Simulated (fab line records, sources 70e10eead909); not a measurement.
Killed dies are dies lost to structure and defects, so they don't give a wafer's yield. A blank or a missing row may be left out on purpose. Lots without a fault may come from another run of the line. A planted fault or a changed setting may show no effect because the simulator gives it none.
A struck lot beside a sound one | flow nand_harc | 15 steps out of a route of 1159
Sound: wafers L845.1, L845.3, L845.5. Struck: wafers L855.1, L855.2, L855.6. The cause comes at the end.
At each step with rows: each side's tool, then ch and its chambers, then its first start. Under that, the readings that differ: sound wafers | struck wafers | difference of the means | sigmas: that difference in standard deviations of wafers without a fault.
alike: readings whose means differ by less than 2 such deviations, and words and numbers that are the same on both sides. not compared: withheld readings, readings that some wafer has no value for, bounds like >300 that may hide the same value, and numbers for which the record gives no deviation and whose values overlap.
The two part at a step that has a row with sigmas, a row that says differs or no value, or rows on one side only. Numbers that don't overlap but have no deviation are shown without sigmas and don't part them. A reading that every wafer of one side lacks parts them only if that side has two wafers or more.

first, 1 step without rows for these wafers: NHARC_A_ONON_D1_DEP_06 (target thk 1000 nm).
NHARC_A_ONON_D1_THK_MEAS_08: measures by ellipsometry.
  sound on film_metro-02, day 8 14:42; struck on film_metro-01, day 10 17:11
  alike: thk_nm
then, 1 step without rows for these wafers: NHARC_A_ONON_D1_DEP_09 (target thk 1000 nm).
NHARC_A_ONON_D1_THK_MEAS_11: measures by ellipsometry.
  sound on film_metro-02, day 8 15:16; struck on film_metro-02, day 10 17:45
  alike: thk_nm
then, 1 step without rows for these wafers: NHARC_A_ONON_D1_DEP_12 (target thk 1000 nm).
NHARC_A_ONON_D1_THK_MEAS_14: measures by ellipsometry.
  sound on film_metro-02, day 8 15:50; struck on film_metro-02, day 10 18:19
  alike: thk_nm
then, 2 steps without rows for these wafers: NHARC_A_ONON_D1_ANNEAL_15 (time 3600 s); NHARC_A_ONON_D1_DEP_16 (target thk 1000 nm).
NHARC_A_ONON_D1_THK_MEAS_18: measures by ellipsometry.
  sound on film_metro-02, day 8 22:57; struck on film_metro-02, day 11 01:26
  alike: thk_nm
then, 1 step without rows for these wafers: NHARC_A_ONON_D1_DEP_19 (target thk 1000 nm).
NHARC_A_ONON_D1_THK_MEAS_21: measures by ellipsometry.
  sound on film_metro-01, day 8 23:31; struck on film_metro-01, day 11 02:01
  alike: thk_nm
NHARC_A_ONON_D1_DEP_22: target thk 1000 nm.
  sound on pecvd_onon-01 ch 0, day 8 23:34; struck on pecvd_onon-02 ch 0, day 11 02:04
NHARC_A_ONON_D1_THK_MEAS_24: measures by ellipsometry.
  sound on film_metro-02, day 9 00:07; struck on film_metro-01, day 11 02:34
  reading     | sound          | struck         | difference | sigmas
  thk_nm (nm) | 1000 1001 1002 | 1539 1537 1540 | +538       | +60
then, 1 step without rows for these wafers: NHARC_A_ONON_D1_DEP_25 (target thk 1000 nm).
-- the record jumps here: 11 days lie between the struck wafers' starts before and after (it left off in module A_ONON_D1 and takes up again in module END, whose first step shown is number 1159 of the route) --
NHARC_END_SORT_01:
  the record has rows for the struck wafers here (prober-02 ch 0, day 22 14:11) and none for the sound ones

WHERE THEY PART
First at NHARC_A_ONON_D1_THK_MEAS_24; last, within this record, at NHARC_END_SORT_01.

WHY: what the simulator had put in
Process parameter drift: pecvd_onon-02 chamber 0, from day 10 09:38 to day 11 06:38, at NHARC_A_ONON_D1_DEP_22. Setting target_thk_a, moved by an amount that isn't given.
